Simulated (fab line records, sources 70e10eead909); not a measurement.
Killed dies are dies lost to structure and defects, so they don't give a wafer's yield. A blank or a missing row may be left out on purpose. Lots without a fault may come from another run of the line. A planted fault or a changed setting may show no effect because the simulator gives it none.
Which tool did it? | flow nand_harc | 12 lots, 36 wafers sampled, at 5 steps of a route of 1302

WHAT THE GAUGES READ, wafer by wafer
NHARC_END_SORT_01. Usual: killed_at_array 52, standard deviation 18; killed_at_other 0.6, standard deviation 0.83; killed_at_periphery 4.3, standard deviation 2.8; killed_dies 57, standard deviation 19; killed_open 3.4, standard deviation 2; killed_short 2.5, standard deviation 1.7.
lot  | measured     | on        | killed_at_array | killed_at_other | killed_at_periphery | killed_dies | killed_open | killed_short | flag
L975 | day 25 20:13 | prober-02 | 673 674 677     | 0 1 0           | 4 2 0               | 677 677 677 | 3 7 3       | 5 6 3        | OFF
L974 | day 25 12:23 | prober-02 | 665 668 667     | 0 0 0           | 12 9 10             | 677 677 677 | 10 4 3      | 3 0 3        | OFF

WHICH TOOL RAN EACH LOT (tool, then ch and the chambers of the sampled wafers, then the start)
lot  | NHARC_A_CHANNEL_HOLE_D1_ETCH_22  | NHARC_A_CHANNEL_HOLE_D1_STRIP_27              | NHARC_A_CHANNEL_HOLE_D1_XSEM_31 | NHARC_A_CHANNEL_FILL_D1_CVD_05
L971 | har_etch-01 ch 0,1, day 9 01:26  | rie_diel-10 ch 0,1,2, day 9 06:13 or earlier  | xsem-02 ch 0, day 9 06:13       | lpcvd_poly-03 ch 0, day 10 11:22
L972 | har_etch-02 ch 0,1, day 9 07:17  | rie_diel-13 ch 2,3, day 9 12:11 or earlier    | xsem-01 ch 0, day 9 12:11       | lpcvd_poly-01 ch 0, day 10 18:29
L975 | har_etch-01 ch 0, day 10 09:05   | rie_diel-13 ch 0,2,3, day 10 13:49 or earlier | xsem-01 ch 0, day 10 13:49      | lpcvd_poly-04, day 11 16:59
L974 | har_etch-02 ch 1, day 10 10:16   | rie_diel-01 ch 0,2,3, day 10 15:02 or earlier | xsem-02 ch 0, day 10 15:02      | lpcvd_poly-04, day 11 16:59
L979 | har_etch-02 ch 0,1, day 12 01:34 | rie_diel-13 ch 1,2,3, day 12 06:19 or earlier | xsem-01 ch 0, day 12 06:19      | lpcvd_poly-03 ch 0, day 13 08:38
L984 | har_etch-02 ch 0,1, day 14 22:42 | rie_diel-13 ch 1,2,3, day 15 03:16 or earlier | xsem-01 ch 0, day 15 03:16      | lpcvd_poly-01 ch 0, day 16 06:02
L987 | har_etch-01 ch 0,1, day 15 13:02 | rie_diel-13 ch 0,2, day 15 17:48 or earlier   | xsem-02 ch 0, day 15 17:48      | lpcvd_poly-04 ch 0, day 16 21:28
L989 | har_etch-01 ch 0,1, day 16 20:49 | rie_diel-13 ch 0,1, day 17 01:33 or earlier   | xsem-02 ch 0, day 17 01:33      | lpcvd_poly-03 ch 0, day 18 08:50
L990 | har_etch-01 ch 0,1, day 17 00:58 | rie_diel-13 ch 1,2, day 17 05:42 or earlier   | xsem-01 ch 0, day 17 05:42      | lpcvd_poly-03 ch 0, day 18 08:50
L991 | har_etch-01 ch 0, day 17 05:13   | rie_diel-13 ch 0,1, day 17 10:01 or earlier   | xsem-02 ch 0, day 17 10:01      | lpcvd_poly-03 ch 0, day 18 14:15
L992 | har_etch-02 ch 0,1, day 17 18:32 | rie_diel-10 ch 1,2,3, day 17 23:17 or earlier | xsem-01 ch 0, day 17 23:17      | lpcvd_poly-04 ch 0, day 19 02:40
L993 | har_etch-01 ch 0,1, day 18 03:53 | rie_diel-13 ch 0,2,3, day 18 08:38 or earlier | xsem-02 ch 0, day 18 08:38      | lpcvd_poly-04 ch 0, day 19 12:02
- NHARC_A_CHANNEL_HOLE_D1_ETCH_22: etches the open film in C4F8/O2/Ar, time 666.7 s, target depth 1600 nm.
- NHARC_A_CHANNEL_HOLE_D1_STRIP_27: strips in O2.
- NHARC_A_CHANNEL_HOLE_D1_XSEM_31
- NHARC_A_CHANNEL_FILL_D1_CVD_05: deposits poly-Si, target thk 5 nm.

WHAT THE TOOLS THEMSELVES READ (means of the sampled wafers that have a number; where no wafer has one, the mark that the record gives instead)
NHARC_A_CHANNEL_HOLE_D1_ETCH_22. Usual: drypump_motor_current_A 5.8 A, standard deviation 0.83; showerhead_plenum_p_Torr 3.59 Torr, standard deviation 0.093; throttle_valve_pct 32.154 %, standard deviation 0.0086.
lot  | tool        | drypump_motor_current_A (A) | showerhead_plenum_p_Torr (Torr) | throttle_valve_pct (%) | flag
L971 | har_etch-01 | 5.5                         | 3.55                            | 32.148                 |
L972 | har_etch-02 | 5.5                         | 3.68                            | 32.156                 |
L975 | har_etch-01 | 6.7                         | 3.59                            | 32.155                 |
L974 | har_etch-02 | 5.0                         | 3.65                            | 32.163                 |
L979 | har_etch-02 | 6.0                         | 3.68                            | 32.157                 |
L984 | har_etch-02 | 5.5                         | 3.64                            | 32.151                 |
L987 | har_etch-01 | 6.1                         | 3.52                            | 32.156                 |
L989 | har_etch-01 | 5.6                         | 3.49                            | 32.145                 |
L990 | har_etch-01 | 6.2                         | 3.51                            | 32.163                 |
L991 | har_etch-01 | 6.7                         | 3.53                            | 32.156                 |
L992 | har_etch-02 | 6.0                         | 3.75                            | 32.162                 |
L993 | har_etch-01 | 6.2                         | 3.50                            | 32.150                 |

NHARC_A_CHANNEL_HOLE_D1_STRIP_27. Usual: drypump_motor_current_A 5.7 A, standard deviation 0.44; oes_product_au 1.000 a.u., standard deviation 0.0092; rf_vpp_V 57.6 V, standard deviation 0.93; showerhead_plenum_p_Torr 3.47 Torr, standard deviation 0.12; throttle_valve_pct 17.036 %, standard deviation 0.0091.
lot  | tool        | drypump_motor_current_A (A) | oes_product_au (a.u.) | rf_vpp_V (V) | showerhead_plenum_p_Torr (Torr) | throttle_valve_pct (%) | flag
L971 | rie_diel-10 | 5.5                         | 1.008                 | 57.3         | 3.47                            | 17.033                 |
L972 | rie_diel-13 | 5.3                         | 0.991                 | 58.0         | 3.58                            | 17.036                 |
L975 | rie_diel-13 | 5.5                         | 0.996                 | 58.1         | 3.50                            | 17.041                 |
L974 | rie_diel-01 | 5.8                         | 1.002                 | 58.5         | 3.45                            | 17.032                 |
L979 | rie_diel-13 | 5.7                         | 0.996                 | 58.1         | 3.51                            | 17.047                 |
L984 | rie_diel-13 | 5.7                         | 0.998                 | 57.0         | 3.51                            | 17.043                 |
L987 | rie_diel-13 | 5.5                         | 0.998                 | 58.1         | 3.48                            | 17.040                 |
L989 | rie_diel-13 | 6.3                         | 0.995                 | 57.0         | 3.34                            | 17.034                 |
L990 | rie_diel-13 | 6.1                         | 0.999                 | 58.1         | 3.42                            | 17.045                 |
L991 | rie_diel-13 | 6.0                         | 0.998                 | 57.4         | 3.33                            | 17.046                 |
L992 | rie_diel-10 | 5.6                         | 1.007                 | 57.6         | 3.45                            | 17.044                 |
L993 | rie_diel-13 | 5.5                         | 1.002                 | 57.4         | 3.50                            | 17.027                 |

NHARC_A_CHANNEL_HOLE_D1_XSEM_31. Usual: bot_cd_nm 74.2 nm, standard deviation 1.3; bow_nm 8.64 nm, standard deviation 0.26; tilt_deg 0.06 degrees, standard deviation 0.044.
lot  | tool    | bot_cd_nm (nm) | bow_nm (nm) | tilt_deg (degrees) | flag
L971 | xsem-02 | 75.4           | 8.06        | 0.03               |
L972 | xsem-01 | 73.6           | 8.92        | 0.11               |
L975 | xsem-01 | 72.5           | 8.99        | 0.06               |
L974 | xsem-02 | 73.8           | 8.58        | 0.09               |
L979 | xsem-01 | 74.3           | 8.48        | 0.11               |
L984 | xsem-01 | 74.7           | 8.10        | 0.05               |
L987 | xsem-02 | 73.5           | 9.22        | 0.07               |
L989 | xsem-02 | 75.0           | 8.77        | 0.08               |
L990 | xsem-01 | 75.7           | 8.42        | 0.01               |
L991 | xsem-02 | 74.3           | 8.87        | 0.04               |
L992 | xsem-01 | 74.6           | 8.56        | 0.17               |
L993 | xsem-02 | 74.7           | 8.65        | 0.11               |

NHARC_A_CHANNEL_FILL_D1_CVD_05. Usual: spike_tc_bottom_C 571.6 C, standard deviation 2.9; spike_tc_centre_C 550.9 C, standard deviation 1.3; spike_tc_upper_C 550.3 C, standard deviation 1.6; zone_power_bottom_pct 9.7 %, standard deviation 1.4; zone_power_centre_pct 7.9 %, standard deviation 0.84.
lot  | tool          | spike_tc_bottom_C (C) | spike_tc_centre_C (C) | spike_tc_upper_C (C) | zone_power_bottom_pct (%) | zone_power_centre_pct (%) | flag
L971 | lpcvd_poly-03 | 567.4                 | 550.4                 | 548.5                | 8.7                       | 7.1                       |
L972 | lpcvd_poly-01 | 573.8                 | 551.4                 | 552.7                | 9.1                       | 8.0                       |
L975 | lpcvd_poly-04 | -                     | -                     | -                    | -                         | -                         | OFF
L974 | lpcvd_poly-04 | -                     | -                     | -                    | -                         | -                         | OFF
L979 | lpcvd_poly-03 | 568.8                 | 550.2                 | 549.9                | 8.6                       | 7.1                       |
L984 | lpcvd_poly-01 | 574.2                 | 551.7                 | 552.2                | 9.1                       | 7.9                       |
L987 | lpcvd_poly-04 | 573.8                 | 552.5                 | 551.6                | 12.0                      | 9.1                       |
L989 | lpcvd_poly-03 | 568.4                 | 549.8                 | 548.8                | 8.7                       | 7.0                       |
L990 | lpcvd_poly-03 | 568.3                 | 551.2                 | 549.5                | 8.5                       | 7.1                       |
L991 | lpcvd_poly-03 | 568.3                 | 550.0                 | 548.3                | 8.7                       | 7.0                       |
L992 | lpcvd_poly-04 | 574.7                 | 553.0                 | 551.4                | 12.1                      | 9.2                       |
L993 | lpcvd_poly-04 | 574.4                 | 551.2                 | 550.2                | 12.0                      | 9.2                       |

THE ANSWER, worked out from the rows above alone
Rule: a lot is off if the mean of its wafers that have a number lies more than 3 standard deviations from the usual mean. A lot without any number at a reading at which 4 lots or more have one is off too. The other lots that the step has rows for count as sound. The gauges are gone through in route order, then the tools' own readings, and for those a lot's mean is taken as printed above. The first step at which some lot is off is used, and at that step the reading that is off furthest; a lot without a number counts as furthest.
Off: L975, L974, at NHARC_END_SORT_01 (killed_at_array). Neither off nor sound, because the step has no rows for them: L971, L972, L979, L984, L987, L989, L990, L991, L992, L993.
A tool fits if, at a process step before that reading, it ran every lot that is off, and no sound lot after the first of them. The gauges at NHARC_END_SORT_01 aren't tried: what is off there is off at NHARC_A_CHANNEL_FILL_D1_CVD_05 too, on other tools, and a gauge's error can't cause that. NHARC_A_CHANNEL_HOLE_D1_STRIP_27 gives no start for some lots, so the hours and the order of its lots are those of NHARC_A_CHANNEL_HOLE_D1_XSEM_31. One fits: lpcvd_poly-04 at NHARC_A_CHANNEL_FILL_D1_CVD_05. It ran no sound lot before its first lot that is off in this sample, so the start can't be narrowed down.

WHAT THE SIMULATOR HAD PUT IN
Skipped step whole: lpcvd_poly-04, from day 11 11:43 on, at NHARC_A_CHANNEL_FILL_D1_CVD_05. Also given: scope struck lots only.
Lots struck among those shown: L974, L975. The rule above found the same.
